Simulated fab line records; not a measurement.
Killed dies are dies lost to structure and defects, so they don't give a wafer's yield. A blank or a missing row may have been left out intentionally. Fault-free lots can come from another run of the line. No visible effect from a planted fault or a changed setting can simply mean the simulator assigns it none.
fab line records -- flow n5_finfet
[record] lots = 6, wafers = 18, last_day = 17
route steps=1938 shown BEOL_M15@1800 PASSIVATION@1936
lots that met no fault: from a run of the same line without faults
start_h: hours from the record's first day to the start of the lot's first wafer shown -- wait_h: time in hours since the lot's previous step -- " identical to the entry in the row above -- L1.1+2: a single row standing in for several wafers -- - no value, or no start was given -- * or withheld: withheld -- < > ~ a bound
route shown NAME@n: names a module that has steps shown in the file, with the first one's number in the route -- usual: average and standard deviation across the fault-free wafers -- same: alike in all rows -- chamber/n: place in a boat -- sites: per-site readings -- _std_site: the values' standard deviation -- _edge_site: the outer-site mean with the inner-site mean subtracted -- radius_mm: how far each site lies from the wafer's centre -- mask NAME#n: copy n -- behind: the most recent tool/chamber to have shaped the wafer -- hold: why the lot went on hold/how many hours it stayed there/how the hold came to an end -- device: the transistor (n, p or np) that didn't switch -- end of line: the tests these same wafers got at the end of their route -- a step with no rows: only its recipe -- killed: count of dies lost to structure and defects at first sort (not the wafer's yield) -- map: a wafer's dies, x killed, . not, _ none there
set.NAME: the setting the step ran with; set.NAME@STEP: the setting that earlier step ran with -- model.NAME: the simulator's own value behind a step, which no gauge read
lots at selected steps of the route; one table per step, one row per wafer
services: when a tool's chamber went out of use (start_h, in hours from the record's first day, below 0 if earlier), for how many hours, and the reason
[[steps]]
[step N5_BEOL_M15_EXPOSE_25]
[recipe] mask_id = M15, na = 0.8, source_shape = annular, sigma_inner = 0.5, sigma_outer = 0.8, polarization = unpolarized, target_cd_nm = 400, dose_mj = 35.5
[step N5_BEOL_M15_PEB_26]
[recipe] peb_temp_c = 130, peb_time_s = 90
[step N5_BEOL_M15_DEVELOP_27]
[recipe] develop_time_s = 45, rinse_liquid = diw, dry = air_spin, dev_temp_c = 21
[step N5_BEOL_M15_HARDBAKE_32]
[recipe] temp_c = 130, time_s = 120
[step N5_BEOL_M15_CD_MEAS_28]
[recipe] target_cd_nm = 407.6, landing_energy_ev = 500, detector = se_inlens
[usual] cd_nm = 408.5/1.5
lot.wafer,tool,chamber,start_h,wait_h,cd_nm
L180.3,cd_sem-03,0,251.55,-,408.7
L180.4,cd_sem-03,0,251.55,-,410.2
L180.5,cd_sem-03,0,251.55,-,406.6
L188.2,cd_sem-01,0,309.86,-,407.9
L188.3,cd_sem-01,0,309.86,-,407.8
L188.6,cd_sem-01,0,309.86,-,404.4
L193.2,cd_sem-01,0,310.81,-,409.5
L193.4,cd_sem-01,0,310.81,-,410.6
L193.6,cd_sem-01,0,310.81,-,409.0
L196.1,cd_sem-03,0,341.00,-,409.6
L196.2,cd_sem-03,0,341.00,-,406.6
L196.4,cd_sem-03,0,341.00,-,408.3
L195.3,cd_sem-02,0,348.59,-,407.3
L195.4,cd_sem-02,0,348.59,-,406.7
L195.6,cd_sem-02,0,348.59,-,407.9
L203.4,cd_sem-03,0,385.94,-,407.0
L203.5,cd_sem-03,0,385.94,-,407.8
L203.6,cd_sem-03,0,385.94,-,405.8
[step N5_BEOL_M15_OVL_MEAS_29]
[recipe] points_per_wafer = 44
[usual] M15_OVL = -6/7.1
lot.wafer,tool,chamber,start_h,wait_h,M15_OVL[nm]
L180.3,overlay-02,0,251.58,0.0,0
L180.4,overlay-02,0,251.58,0.0,-4
L180.5,overlay-02,0,251.58,0.0,1
L188.2,overlay-02,0,309.89,0.0,-5
L188.3,overlay-02,0,309.89,0.0,1
L188.6,overlay-02,0,309.89,0.0,-2
L193.2,overlay-01,0,310.84,0.0,-19
L193.4,overlay-01,0,310.84,0.0,-14
L193.6,overlay-01,0,310.84,0.0,-15
L196.1,overlay-02,0,341.03,0.0,-1
L196.2,overlay-02,0,341.03,0.0,-13
L196.4,overlay-02,0,341.03,0.0,-5
L195.3,overlay-02,0,348.62,0.0,1
L195.4,overlay-02,0,348.62,0.0,-12
L195.6,overlay-02,0,348.62,0.0,-11
L203.4,overlay-02,0,385.96,0.0,-11
L203.5,overlay-02,0,385.96,0.0,5
L203.6,overlay-02,0,385.96,0.0,-6
[step N5_BEOL_M15_INSPECT_30]
[recipe] mode = adi, inspect_instrument = macro
[usual] raw_defect_count = 2/1.5
lot.wafer,tool,chamber,start_h,wait_h,raw_defect_count
L180.3,defect_inspect-02,-,251.60,0.0,1
L180.4,defect_inspect-02,-,251.60,0.0,4
L180.5,defect_inspect-02,-,251.60,0.0,4
L188.2,defect_inspect-01,-,309.92,0.0,5
L188.3,defect_inspect-01,-,309.92,0.0,2
L188.6,defect_inspect-01,-,309.92,0.0,2
L193.2,defect_inspect-02,-,310.87,0.0,1
L193.4,defect_inspect-02,-,310.87,0.0,4
L193.6,defect_inspect-02,-,310.87,0.0,2
L196.1,defect_inspect-02,-,341.06,0.0,1
L196.2,defect_inspect-02,-,341.06,0.0,6
L196.4,defect_inspect-02,-,341.06,0.0,2
L195.3,defect_inspect-01,-,348.64,0.0,3
L195.4,defect_inspect-01,-,348.64,0.0,2
L195.6,defect_inspect-01,-,348.64,0.0,0
L203.4,defect_inspect-01,-,385.99,0.0,1
L203.5,defect_inspect-01,-,385.99,0.0,0
L203.6,defect_inspect-01,-,385.99,0.0,2
[step N5_BEOL_M15_DESCUM_33]
[recipe] chemistry = O2, time_s = 7.9, source_power_w = 50, bias_power_w = 20, pressure_mtorr = 20, rf_frequency_hz = 2.712e+07, temp_c = 40, o2_flow_sccm = 225
[usual] drypump_motor_current_A = 5.5/0.43, oes_product_au = 0.83/0.06, rf_vpp_V = 243.6/1.4, showerhead_plenum_p_Torr = 2.12/0.08, throttle_valve_pct = 20.40/0.19
lot.wafer,tool,chamber,start_h,wait_h,drypump_motor_current_A,oes_product_au,rf_hours_counter_h,rf_vpp_V,showerhead_plenum_p_Torr,throttle_valve_pct
L180.3,rie_diel-01,3,252.12,0.5,5.4,0.84,71,244.3,2.12,20.42
L180.4,rie_diel-01,1,252.12,0.5,6.0,0.83,57,244.7,2.22,20.02
L180.5,rie_diel-01,0,252.12,0.5,5.1,0.85,-,245.8,2.22,20.51
L188.2,rie_diel-01,2,310.39,0.5,5.5,0.89,32,243.1,2.05,20.25
L188.3,rie_diel-01,3,310.39,0.5,5.4,0.83,91,242.3,2.11,20.44
L188.6,rie_diel-01,0,310.39,0.5,5.1,0.82,-,245.7,2.21,20.55
L193.2,rie_diel-01,2,312.40,1.5,5.5,0.88,34,243.8,2.05,20.24
L193.4,rie_diel-01,2,312.40,1.5,5.6,0.88,-,243.8,2.05,20.26
L193.6,rie_diel-01,3,312.40,1.5,5.4,0.81,-,244.0,2.11,20.44
L196.1,rie_diel-03,1,341.10,0.0,5.9,0.82,91,242.9,2.11,20.43
L196.2,rie_diel-03,3,341.10,0.0,4.8,0.81,99,242.9,2.02,20.69
L196.4,rie_diel-03,2,341.10,0.0,5.4,0.79,130,245.5,2.19,20.82
L195.3,rie_diel-01,0,348.68,0.0,5.1,0.80,105,245.4,2.21,20.58
L195.4,rie_diel-01,1,348.68,0.0,5.9,0.80,85,244.0,2.21,20.08
L195.6,rie_diel-01,0,348.68,0.0,5.1,0.81,-,243.3,2.21,20.57
L203.4,rie_diel-01,0,386.03,0.0,5.0,0.79,116,244.3,2.20,20.57
L203.5,rie_diel-01,2,386.03,0.0,5.5,0.86,-,242.0,2.04,20.28
L203.6,rie_diel-01,3,386.03,0.0,5.4,0.80,-,242.8,2.10,20.47
[step N5_BEOL_M15_ETCH_61]
[recipe] chemistry = N2/H2, target = BARC, target_depth_a = 890, overetch_a = 267, time_s = 67.9, ion_energy_ev = 200, pressure_mtorr = 30, source_w = 840, bias_w = 150, n2_flow_sccm = 200, h2_flow_sccm = 200
[usual] drypump_motor_current_A = 5.5/0.43, oes_product_au = 0.71/0.05, rf_vpp_V = 524.7/2.7, showerhead_plenum_p_Torr = 2.57/0.095, throttle_valve_pct = 17.82/0.19
lot.wafer,tool,chamber,start_h,wait_h,drypump_motor_current_A,oes_product_au,rf_hours_counter_h,rf_vpp_V,showerhead_plenum_p_Torr,throttle_valve_pct
L180.3,rie_diel-01,3,252.15,0.0,5.4,0.71,71,525.3,2.58,17.82
L180.4,rie_diel-01,1,252.15,0.0,5.9,0.71,57,527.9,2.69,17.41
L180.5,rie_diel-01,0,252.15,0.0,5.1,0.71,-,527.4,2.69,17.98
L188.2,rie_diel-01,2,310.43,0.0,5.6,0.76,32,521.1,2.49,17.75
L188.3,rie_diel-01,3,310.43,0.0,5.4,0.69,91,525.9,2.57,17.85
L188.6,rie_diel-01,0,310.43,0.0,5.1,0.69,-,526.8,2.68,18.01
L193.2,rie_diel-01,2,312.44,0.0,5.5,0.76,34,522.5,2.49,17.74
L193.4,rie_diel-01,2,312.44,0.0,5.5,0.76,-,521.5,2.49,17.75
L193.6,rie_diel-01,3,312.44,0.0,5.4,0.69,-,524.1,2.57,17.84
L196.1,rie_diel-03,1,341.14,0.0,5.9,0.69,91,524.0,2.56,17.82
L196.2,rie_diel-03,3,341.14,0.0,4.7,0.68,99,521.5,2.46,18.09
L196.4,rie_diel-03,2,341.14,0.0,5.4,0.67,130,527.9,2.66,18.20
L195.3,rie_diel-01,0,348.71,0.0,5.0,0.67,105,527.2,2.67,18.04
L195.4,rie_diel-01,1,348.71,0.0,6.0,0.68,85,527.2,2.67,17.46
L195.6,rie_diel-01,0,348.71,0.0,5.1,0.68,-,526.6,2.67,18.05
L203.4,rie_diel-01,0,386.07,0.0,5.1,0.67,116,527.3,2.67,18.05
L203.5,rie_diel-01,2,386.07,0.0,5.5,0.72,-,521.8,2.48,17.77
L203.6,rie_diel-01,3,386.07,0.0,5.4,0.66,-,524.2,2.56,17.88
[step N5_BEOL_M15_TRENCH_ETCH_34]
[recipe] chemistry = C4F8/O2/Ar, target = SiO2, target_depth_a = 8729.3, he_inner_torr = 15, he_outer_torr = 30, time_s = 199, ion_energy_ev = 800, pressure_mtorr = 20, source_w = 1905, bias_w = 2040, Ar_flow_sccm = 400, C4F8_flow_sccm = 16, O2_flow_sccm = 12
[usual] drypump_motor_current_A = 5.5/0.43, he_outer_torr = 30.00/0.059, oes_product_au = 0.83/0.062, rf_vpp_V = 2229/17, showerhead_plenum_p_Torr = 3.48/0.12, throttle_valve_pct = 30.91/0.2
lot.wafer,tool,chamber,start_h,wait_h,drypump_motor_current_A,he_outer_torr,oes_product_au,rf_hours_counter_h,rf_vpp_V,showerhead_plenum_p_Torr,throttle_valve_pct
L180.3,rie_diel-01,3,252.20,0.0,5.4,30.03,0.84,71,2251,3.48,30.92
L180.4,rie_diel-01,1,252.20,0.0,6.0,30.04,0.83,57,2250,3.62,30.37
L180.5,rie_diel-01,0,252.20,0.0,5.1,30.07,0.84,-,2231,3.62,31.04
L188.2,rie_diel-01,2,310.48,0.0,5.5,30.03,0.89,32,2218,3.38,30.85
L188.3,rie_diel-01,3,310.48,0.0,5.4,29.88,0.83,91,2249,3.47,30.93
L188.6,rie_diel-01,0,310.48,0.0,5.1,29.92,0.80,-,2232,3.61,31.04
L193.2,rie_diel-01,2,312.49,0.0,5.5,30.01,0.89,34,2217,3.38,30.89
L193.4,rie_diel-01,2,312.49,0.0,5.6,29.96,0.89,-,2216,3.38,30.89
L193.6,rie_diel-01,3,312.49,0.0,5.4,29.99,0.82,-,2249,3.47,30.95
L196.1,rie_diel-03,1,341.19,0.0,5.9,29.98,0.80,91,2212,3.47,30.94
L196.2,rie_diel-03,3,341.19,0.0,4.7,30.00,0.80,99,2219,3.33,31.17
L196.4,rie_diel-03,2,341.19,0.0,5.4,30.06,0.78,130,2207,3.58,31.24
L195.3,rie_diel-01,0,348.76,0.0,5.1,30.08,0.79,105,2230,3.60,31.08
L195.4,rie_diel-01,1,348.76,0.0,6.0,29.95,0.79,85,2249,3.60,30.40
L195.6,rie_diel-01,0,348.76,0.0,5.1,30.04,0.79,-,2228,3.60,31.08
L203.4,rie_diel-01,0,386.12,0.0,5.1,29.93,0.79,116,2228,3.59,31.07
L203.5,rie_diel-01,2,386.12,0.0,5.5,30.13,0.85,-,2216,3.37,30.90
L203.6,rie_diel-01,3,386.12,0.0,5.4,30.08,0.81,-,2248,3.45,30.96
[step N5_BEOL_M15_STRIP_36]
[recipe] chemistry = O2, power_w = 600, temp_c = 60, pressure_mtorr = 30, rf_frequency_hz = 6e+07, bias_power_w = 0, overash_fraction = 0.3, o2_flow_sccm = 225
[usual] chamber_pressure_mTorr = 30.00/0.053, drypump_motor_current_A = 5.5/0.43, oes_product_au = 0.82/0.06, rf_vpp_V = 3.8/0.9, showerhead_plenum_p_Torr = 2.13/0.078, throttle_valve_pct = 16.65/0.22
[same] bias_power_w = 0
lot.wafer,tool,chamber,start_h,wait_h,chamber_pressure_mTorr,drypump_motor_current_A,oes_product_au,rf_hours_counter_h,rf_vpp_V,showerhead_plenum_p_Torr,throttle_valve_pct
L180.3,rie_diel-03,3,253.48,1.1,29.98,4.7,0.82,79,5.4,2.03,16.85
L180.4,rie_diel-03,2,253.48,1.1,29.96,5.4,0.80,109,2.7,2.21,17.00
L180.5,rie_diel-03,3,253.48,1.1,30.04,4.7,0.83,-,3.9,2.03,16.83
L188.2,rie_diel-04,3,311.67,1.0,30.06,6.5,0.68,245,2.8,1.98,16.85
L188.3,rie_diel-04,1,311.67,1.0,30.02,5.7,0.79,112,4.6,2.03,16.44
L188.6,rie_diel-04,3,311.67,1.0,29.96,6.5,0.68,-,3.2,1.98,16.87
L193.2,rie_diel-03,1,315.18,2.5,30.05,5.9,0.83,84,3.6,2.12,16.63
L193.4,rie_diel-03,0,315.18,2.5,29.94,5.2,0.90,21,3.1,2.23,16.57
L193.6,rie_diel-03,2,315.18,2.5,29.96,5.4,0.78,-,4.6,2.20,17.01
L196.1,rie_diel-04,2,345.16,3.8,30.02,5.8,0.89,24,3.9,2.15,16.54
L196.2,rie_diel-04,0,345.16,3.8,30.04,5.8,0.88,33,2.4,2.12,16.46
L196.4,rie_diel-04,1,345.16,3.8,30.01,5.7,0.77,-,3.4,2.02,16.48
L195.3,rie_diel-04,1,352.17,3.2,29.89,5.7,0.78,125,2.6,2.02,16.47
L195.4,rie_diel-04,3,352.17,3.2,29.92,6.5,1.01,0,3.3,2.24,16.39
L195.6,rie_diel-04,0,352.17,3.2,30.03,5.8,0.88,-,3.2,2.12,16.47
L203.4,rie_diel-01,0,388.24,1.9,30.04,5.1,0.79,116,2.1,2.21,16.76
L203.5,rie_diel-01,1,388.24,1.9,29.97,6.0,0.79,-,3.0,2.21,16.34
L203.6,rie_diel-01,0,388.24,1.9,30.04,5.0,0.81,-,3.8,2.21,16.77
[step N5_BEOL_M15_STRIP_62]
[recipe] chemistry = O2, power_w = 600, temp_c = 60, pressure_mtorr = 30, rf_frequency_hz = 6e+07, bias_power_w = 0, overash_fraction = 0.3, o2_flow_sccm = 225
[usual] bias_power_w = 0/0, chamber_pressure_mTorr = 29.997/0.026, drypump_motor_current_A = 5.5/0.43, oes_product_au = 0.82/0.06, rf_vpp_V = 3.7/0.48, showerhead_plenum_p_Torr = 2.13/0.078, throttle_valve_pct = 16.65/0.21
lot.wafer,tool,chamber,start_h,wait_h,bias_power_w,chamber_pressure_mTorr,drypump_motor_current_A,oes_product_au,rf_hours_counter_h,rf_vpp_V,showerhead_plenum_p_Torr,throttle_valve_pct,model.BARC_of_BEOL_M15_COAT_60.thk_nm
L180.3,rie_diel-03,3,253.52,-,0,29.975,4.7,0.82,79,3.1,2.03,16.86,0
L180.4,rie_diel-03,2,253.52,-,0,29.997,5.4,0.79,109,3.8,2.21,16.97,0
L180.5,rie_diel-03,3,253.52,-,0,29.980,4.7,0.81,-,3.8,2.03,16.85,0
L188.2,rie_diel-04,3,311.71,-,-,-,-,-,-,-,-,-,89.2
L188.3,rie_diel-04,1,311.71,-,-,-,-,-,-,-,-,-,89.2
L188.6,rie_diel-04,3,311.71,-,-,-,-,-,-,-,-,-,89.2
L193.2,rie_diel-03,1,315.22,-,-,-,-,-,-,-,-,-,89.6
L193.4,rie_diel-03,0,315.22,-,-,-,-,-,-,-,-,-,89.4
L193.6,rie_diel-03,2,315.22,-,-,-,-,-,-,-,-,-,89.6
L196.1,rie_diel-04,2,345.20,-,0,30.000,5.8,0.90,24,4.2,2.15,16.56,0
L196.2,rie_diel-04,0,345.20,-,0,29.997,5.8,0.88,33,3.7,2.12,16.44,0
L196.4,rie_diel-04,1,345.20,-,0,29.991,5.7,0.78,-,4.0,2.03,16.46,0
L195.3,rie_diel-04,1,352.21,-,0,30.006,5.7,0.77,125,3.9,2.02,16.47,0
L195.4,rie_diel-04,3,352.21,-,0,30.001,6.6,0.99,0,4.7,2.25,16.40,0
L195.6,rie_diel-04,0,352.21,-,0,30.021,5.8,0.87,-,4.0,2.12,16.45,0
L203.4,rie_diel-01,0,388.28,-,0,29.989,5.1,0.79,116,4.2,2.21,16.78,0
L203.5,rie_diel-01,1,388.28,-,0,30.014,5.9,0.78,-,3.0,2.21,16.35,0
L203.6,rie_diel-01,0,388.28,-,0,30.027,5.1,0.79,-,4.2,2.21,16.78,0
[step N5_BEOL_M15_STRIP_37]
[recipe] chemistry = O2, power_w = 600, temp_c = 60, pressure_mtorr = 30, rf_frequency_hz = 6e+07, bias_power_w = 0, overash_fraction = 0.3, o2_flow_sccm = 225
[usual] chamber_pressure_mTorr = 30.00/0.031, drypump_motor_current_A = 5.5/0.43, oes_product_au = 0.82/0.059, rf_vpp_V = 3.6/0.59, showerhead_plenum_p_Torr = 2.13/0.078, throttle_valve_pct = 16.65/0.21
[same] bias_power_w = 0
lot.wafer,tool,chamber,start_h,wait_h,chamber_pressure_mTorr,drypump_motor_current_A,oes_product_au,rf_hours_counter_h,rf_vpp_V,showerhead_plenum_p_Torr,throttle_valve_pct
L180.3,rie_diel-03,3,-,-,29.98,4.7,0.82,79,3.7,2.03,16.87
L180.4,rie_diel-03,2,-,-,30.00,5.4,0.80,109,5.6,2.21,16.97
L180.5,rie_diel-03,3,-,-,29.99,4.7,0.82,-,3.4,2.03,16.84
L188.2,rie_diel-04,3,-,-,30.00,6.4,0.68,245,3.1,1.98,16.85
L188.3,rie_diel-04,1,-,-,30.06,5.7,0.80,112,2.3,2.03,16.46
L188.6,rie_diel-04,3,-,-,30.00,6.4,0.69,-,3.5,1.98,16.87
L193.2,rie_diel-03,1,-,-,30.03,5.9,0.81,84,3.8,2.12,16.63
L193.4,rie_diel-03,0,-,-,30.05,5.2,0.89,21,2.8,2.23,16.56
L193.6,rie_diel-03,2,-,-,29.94,5.4,0.79,-,3.1,2.20,16.99
L196.1,rie_diel-04,2,-,-,29.98,5.8,0.90,24,3.7,2.15,16.56
L196.2,rie_diel-04,0,-,-,30.06,5.8,0.88,33,2.8,2.12,16.48
L196.4,rie_diel-04,1,-,-,30.09,5.7,0.78,-,3.4,2.02,16.47
L195.3,rie_diel-04,1,-,-,29.99,5.7,0.79,125,3.6,2.02,16.47
L195.4,rie_diel-04,3,-,-,30.01,6.5,1.00,0,2.4,2.25,16.40
L195.6,rie_diel-04,0,-,-,29.99,5.8,0.88,-,4.1,2.12,16.47
L203.4,rie_diel-01,0,-,-,30.02,5.1,0.79,116,5.2,2.21,16.76
L203.5,rie_diel-01,1,-,-,30.00,6.0,0.79,-,3.8,2.21,16.33
L203.6,rie_diel-01,0,-,-,30.06,5.1,0.79,-,3.6,2.21,16.76
[step N5_PASSIVATION_PROBE_49]
[usual] defect_limited_yield = 91.1/1.3, killed_at_M0_to_M3 = 34/10, killed_at_M4_up = 14/5.7, killed_at_contacts = 12/5.9, killed_at_front_end = 41/12, killed_at_other = 4/3.1, killed_dies = 105/15, killed_open = 69/11, killed_short = 35/7.8, sort_bin_5_function = 5.3/0.81, sort_bin_6_memory = 3.3/0.75, sort_n_pass = 1075/15, sort_yield_pct = 91.1/1.3
[same] gross_dies = 1180, killed_at_back_side = 0, sort_bin_4_leakage[%] = 0, sort_bin_8_speed[%] = 0
lot.wafer,tool,chamber,start_h,wait_h,defect_limited_yield[%],killed_at_M0_to_M3,killed_at_M4_up,killed_at_contacts,killed_at_front_end,killed_at_other,killed_dies,killed_open,killed_short,sort_bin_5_function[%],sort_bin_6_memory[%],sort_n_pass,sort_yield_pct[%]
L188.2,prober-02,-,329.70,0.1,90.0,37,9,8,60,4,118,74,39,6.0,3.3,1062,90.0
L188.3,prober-02,-,329.75,0.1,90.4,39,12,12,48,2,113,68,45,5.7,3.6,1067,90.4
L188.6,prober-02,-,329.90,0.3,91.8,25,6,15,50,1,97,61,35,4.7,3.3,1083,91.8
L193.2,prober-02,-,330.24,0.1,88.1,50,13,7,64,6,140,83,54,6.3,5.3,1040,88.1
L193.4,prober-02,-,330.34,0.2,90.3,44,22,3,44,2,115,74,39,6.6,2.8,1065,90.3
L193.6,prober-02,-,330.44,0.3,88.9,44,19,5,62,1,131,79,50,6.6,4.2,1049,88.9
L196.1,prober-02,-,363.58,0.0,90.3,45,20,12,36,2,115,72,41,5.3,4.2,1065,90.3
L196.2,prober-02,-,363.63,0.1,92.6,21,15,9,39,3,87,62,24,4.3,2.9,1093,92.6
L196.4,prober-02,-,363.73,0.2,89.4,43,9,14,48,11,125,86,34,6.3,3.4,1055,89.4
L195.3,prober-02,-,368.59,0.5,93.2,29,14,8,27,2,80,53,27,4.2,2.5,1100,93.2
L195.4,prober-02,-,368.64,0.5,92.0,26,18,13,34,3,94,63,31,4.8,3.0,1086,92.0
L195.6,prober-02,-,368.74,0.6,90.4,36,23,8,42,4,113,67,45,5.5,3.7,1067,90.4
// killed by level:class
L188.2 FIN_SAQP:geometric_particle:open=20 FIN_SAQP:geometric_particle:short=14 BEOL_M2:geometric_particle:open=13 BEOL_M3:geometric_particle:open=8 MOL_CONTACT_COAG:geometric_particle:open=6 STI_FIN_REVEAL:geometric_particle:open=5 BEOL_M2:geometric_particle:short=5 BEOL_M4:geometric_particle:open=5
L188.3 FIN_SAQP:geometric_particle:short=15 FIN_SAQP:geometric_particle:open=13 BEOL_M3:geometric_particle:open=10 BEOL_M2:geometric_particle:open=9 STI_FIN_REVEAL:geometric_particle:open=7 MOL_CONTACT_COAG:geometric_particle:open=6 MOL_CONTACT_COAG:geometric_particle:short=6 BEOL_M0_SAQP:geometric_particle:short=6
L188.6 FIN_SAQP:geometric_particle:open=16 FIN_SAQP:geometric_particle:short=13 MOL_CONTACT_COAG:geometric_particle:open=12 BEOL_M2:geometric_particle:open=12 STI_FIN_REVEAL:geometric_particle:open=7 GATE_CUT:geometric_particle:short=5 MOL_CONTACT_COAG:geometric_particle:short=3 BEOL_M0_SAQP:geometric_particle:short=3
L193.2 FIN_SAQP:geometric_particle:short=16 FIN_SAQP:geometric_particle:open=12 BEOL_M0_SAQP:geometric_particle:open=12 BEOL_M1:geometric_particle:open=11 STI_FIN_REVEAL:geometric_particle:open=9 BEOL_M0_SAQP:geometric_particle:short=8 DUMMY_GATE:geometric_particle:open=6 MOL_CONTACT_COAG:geometric_particle:open=6
L193.4 BEOL_M0_SAQP:geometric_particle:open=16 FIN_SAQP:geometric_particle:short=11 STI_FIN_REVEAL:geometric_particle:open=11 BEOL_M1:geometric_particle:open=9 BEOL_M4:geometric_particle:open=8 BEOL_M0_SAQP:geometric_particle:short=8 FIN_SAQP:geometric_particle:open=5 DUMMY_GATE:geometric_particle:open=5
L193.6 FIN_SAQP:geometric_particle:short=19 BEOL_M0_SAQP:geometric_particle:open=11 STI_FIN_REVEAL:geometric_particle:open=11 BEOL_M0_SAQP:geometric_particle:short=9 DUMMY_GATE:geometric_particle:open=8 BEOL_M3:geometric_particle:open=8 BEOL_M4:geometric_particle:open=7 BEOL_M1:geometric_particle:open=6
L196.1 BEOL_M0_SAQP:geometric_particle:open=14 BEOL_M0_SAQP:geometric_particle:short=12 MOL_CONTACT_COAG:geometric_particle:open=10 STI_FIN_REVEAL:geometric_particle:open=6 DUMMY_GATE:geometric_particle:open=6 BEOL_M1:geometric_particle:open=6 FIN_SAQP:geometric_particle:short=5 STARTING-WAFER:geometric_particle:short=5
L196.2 STI_FIN_REVEAL:geometric_particle:open=12 BEOL_M4:geometric_particle:open=9 MOL_CONTACT_COAG:geometric_particle:open=7 BEOL_M0_SAQP:geometric_particle:open=6 BEOL_M1:geometric_particle:open=5 FIN_SAQP:geometric_particle:open=4 FIN_SAQP:geometric_particle:short=4 ILD0:geometric_particle:open=4
L196.4 STI_FIN_REVEAL:geometric_particle:open=15 MOL_CONTACT_COAG:geometric_particle:open=12 BEOL_M3:geometric_particle:open=10 FIN_SAQP:geometric_particle:open=9 BEOL_M1:geometric_particle:open=9 BEOL_M0_SAQP:geometric_particle:open=8 BEOL_M0_SAQP:geometric_particle:short=8 MIM_TOP_ETCH:geometric_particle:short=6
L195.3 BEOL_M1:geometric_particle:open=9 BEOL_M4:geometric_particle:open=9 FIN_SAQP:geometric_particle:open=7 MOL_CONTACT_COAG:geometric_particle:open=7 BEOL_M0_SAQP:geometric_particle:short=7 GATE_CUT:geometric_particle:short=5 ILD0:geometric_particle:short=5 BEOL_M2:geometric_particle:open=5
L195.4 BEOL_M1:geometric_particle:open=11 FIN_SAQP:geometric_particle:open=10 MOL_CONTACT_COAG:geometric_particle:open=10 BEOL_M4:geometric_particle:open=8 BEOL_M0_SAQP:geometric_particle:short=4 BEOL_M1:geometric_particle:short=4 BEOL_M6:geometric_particle:open=4 FIN_SAQP:geometric_particle:short=3
L195.6 BEOL_M4:geometric_particle:open=12 BEOL_M0_SAQP:geometric_particle:short=11 BEOL_M0_SAQP:geometric_particle:open=7 FIN_SAQP:geometric_particle:open=6 FIN_SAQP:geometric_particle:short=6 MOL_CONTACT_COAG:geometric_particle:open=6 BEOL_M1:geometric_particle:open=6 STI_FIN_REVEAL:geometric_particle:open=5
[[services]]
tool,chamber,start_h,hours,kind
rie_diel-04,0,242.16,-,clean
rie_diel-04,0,242.16,-,consumable_replace:focus_ring
rie_diel-04,0,242.16,16.1,scheduled_down
rie_diel-04,0,242.16,16.1,vent_cycle
rie_diel-04,1,246.44,6.6,repair
rie_diel-04,2,248.61,3.7,repair
rie_diel-04,2,258.24,-,clean
rie_diel-04,2,258.24,-,consumable_replace:focus_ring
rie_diel-04,2,258.24,21.9,scheduled_down
rie_diel-04,2,258.24,21.9,vent_cycle
rie_diel-01,0,269.66,2.1,repair
rie_diel-01,0,275.75,4.7,repair
rie_diel-03,3,282.13,10.9,repair
rie_diel-03,-,298.97,15.6,pm
rie_diel-01,2,321.53,13.2,repair
rie_diel-04,1,326.25,8.7,repair
rie_diel-04,3,329.91,4.1,repair
rie_diel-04,3,334.93,-,clean
rie_diel-04,3,334.93,-,consumable_replace:focus_ring
rie_diel-04,3,334.93,-,consumable_replace:showerhead
rie_diel-04,3,334.93,16.1,scheduled_down
rie_diel-04,2,347.19,1.6,repair
rie_diel-03,-,367.22,0.3,repair
rie_diel-04,2,381.90,8.8,repair
[[key]]
[first_sign] step = N5_BEOL_M15_STRIP_62, reading = tool_record, direction = missing
effect none on later readings
[model_effect] step = N5_BEOL_M15_STRIP_62, value = BARC_of_BEOL_M15_COAT_60.thk_nm, without = 0, struck = 89.37
met_at N5_BEOL_M15_STRIP_62
struck_wafers L188.2,L188.3,L188.6,L193.2,L193.4,L193.6
onset_between 253.52 311.71
[fault] kind = skipped_step_whole, tool = rie_diel-03,rie_diel-04, chamber = -, onset_h = 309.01, steps = N5_BEOL_M15_STRIP_62, scope = struck_lots_only
